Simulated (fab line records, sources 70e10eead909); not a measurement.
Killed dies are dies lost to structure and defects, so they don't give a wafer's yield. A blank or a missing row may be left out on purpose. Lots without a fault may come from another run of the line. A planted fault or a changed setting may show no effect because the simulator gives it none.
A struck lot beside a sound one | flow nand_harc | 15 steps out of a route of 1302
Sound: wafers L785.1, L785.3, L785.4. Struck: wafer L795.1. (L795.2, L795.5 of the same lot were not struck and are left out.) The cause comes at the end.
At each step with rows: each side's tool, then ch and its chambers, then its first start. Under that, the readings that differ: sound wafers | struck wafers | difference of the means | sigmas: that difference in standard deviations of wafers without a fault.
alike: readings whose means differ by less than 2 such deviations, and words and numbers that are the same on both sides. not compared: withheld readings, readings that some wafer has no value for, bounds like >300 that may hide the same value, and numbers for which the record gives no deviation and whose values overlap.
The two part at a step that has a row with sigmas, a row that says differs or no value, or rows on one side only. Numbers that don't overlap but have no deviation are shown without sigmas and don't part them. A reading that every wafer of one side lacks parts them only if that side has two wafers or more.

NHARC_P_GATE_INSPECT_28:
  sound on defect_inspect-01, day 7 18:27; struck on defect_inspect-01, day 11 12:06
  alike: raw_defect_count
NHARC_P_GATE_DESCUM_31: chemistry O2, time 3 s.
  sound on rie_diel-06 ch 0,2,3, day 7 18:31; struck on rie_diel-04 ch 2, day 11 12:10
  reading                        | sound             | struck | difference | sigmas
  chamber_pressure_mTorr (mTorr) | 60.05 60.06 59.93 | 60.13  | +0.12      | +2
  mfc_ar_sccm (sccm)             | 0.014 0 0         | 0.028  | +0.023     | +3
  rf_hours_counter_h (h)         | 0.7 0.4 1.0       | 3.5    | +2.8       |
  rf_vpp_V (V)                   | 59.0 57.9 56.3    | 56.2   | -1.5       | -2
  alike: drypump_motor_current_A, oes_product_au, showerhead_plenum_p_Torr, throttle_valve_pct
then, 3 steps without rows for these wafers: NHARC_P_GATE_ETCH_104 (etches the open film in CF4/CHF3, target depth 60 nm); NHARC_P_GATE_HM_OPEN_105 (chemistry O2/COS, target depth 360 nm); NHARC_P_GATE_STRIP_106 (strips in O2/COS).
NHARC_P_GATE_ETCH_114: etches the open film in CF4/O2, target depth 30 nm, overetch 3 nm, time 16.5 s.
  sound on rie_diel-06 ch 1,2,3; struck on rie_diel-04 ch 1
  reading                | sound       | struck | difference | sigmas
  rf_hours_counter_h (h) | 0.5 1.1 1.1 | 3.6    | +2.7       |
  alike: chamber_pressure_mTorr, drypump_motor_current_A, mfc_ar_sccm, oes_product_au, rf_vpp_V, showerhead_plenum_p_Torr, throttle_valve_pct
NHARC_P_GATE_ETCH_32: etches the open film in HBr/Cl2, target depth 150 nm, time 100.1 s.
  sound on rie_si-01 ch 1,2,3, day 7 18:58; struck on rie_si-01 ch 3, day 11 12:39
  reading                | sound                | struck | difference | sigmas
  rf_hours_counter_h (h) | 0.70 0.74 0.87       | 0.27   | -0.50      |
  throttle_valve_pct (%) | 26.402 26.398 26.401 | 26.431 | +0.031     | +3
  alike: chamber_pressure_mTorr, drypump_motor_current_A, oes_product_au
NHARC_P_GATE_STRIP_108: strips in O2.
  sound on rie_diel-13 ch 0,1,2, day 7 19:08; struck on rie_diel-06 ch 1, day 11 12:47
  reading                | sound          | struck | difference | sigmas
  rf_hours_counter_h (h) | 10.7 9.8 10.2  | 6.7    | -3.5       |
  rf_vpp_V (V)           | 59.6 58.6 57.2 | 56.3   | -2.2       | -3
  alike: chamber_pressure_mTorr, drypump_motor_current_A, mfc_ar_sccm, oes_product_au, showerhead_plenum_p_Torr, throttle_valve_pct
NHARC_P_GATE_CD_MEAS_33:
  sound on cd_sem-03, day 7 19:19; struck on cd_sem-03, day 11 12:58
  alike: cd_nm
then, 3 steps without rows for these wafers: NHARC_P_GATE_STRIP_35 (strips in SPM, time 600 s); NHARC_P_GATE_PRECLEAN_73 (cleans in SC1); NHARC_P_GATE_SRD_74.
NHARC_P_GATE_ALD_36: deposits SiNx, target thk 20 nm, pulse time 60 s, ald cycles 223.
  sound on ald_sin-02 ch 1,2,3, day 7 20:51; struck on ald_sin-04 ch 1, day 11 16:36
  reading    | sound       | struck | difference | sigmas
  ald_cycles | 223 223 223 | 198    | -25        |
  alike: heater_power_w, precursor_pulse_height_rel
NHARC_P_GATE_ETCHBACK_37: etches the open film in CHF3/O2, target depth 34.5 nm, time 17.2 s.
  sound on rie_diel-06 ch 0,2,3; struck on rie_diel-06 ch 1
  reading                | sound       | struck | difference | sigmas
  rf_hours_counter_h (h) | 1.1 1.7 1.8 | 6.8    | +5.3       |
  alike: chamber_pressure_mTorr, drypump_motor_current_A, mfc_ar_sccm, oes_product_au, rf_vpp_V, showerhead_plenum_p_Torr, throttle_valve_pct
then, 1 step without rows for these wafers: NHARC_END_SORT_01.

WHERE THEY PART
First at NHARC_P_GATE_DESCUM_31; last, within this record, at NHARC_P_GATE_STRIP_108. Later steps at which nothing parts them and some readings are alike: NHARC_P_GATE_CD_MEAS_33, NHARC_P_GATE_ALD_36, NHARC_P_GATE_ETCHBACK_37.

WHY: what the simulator had put in
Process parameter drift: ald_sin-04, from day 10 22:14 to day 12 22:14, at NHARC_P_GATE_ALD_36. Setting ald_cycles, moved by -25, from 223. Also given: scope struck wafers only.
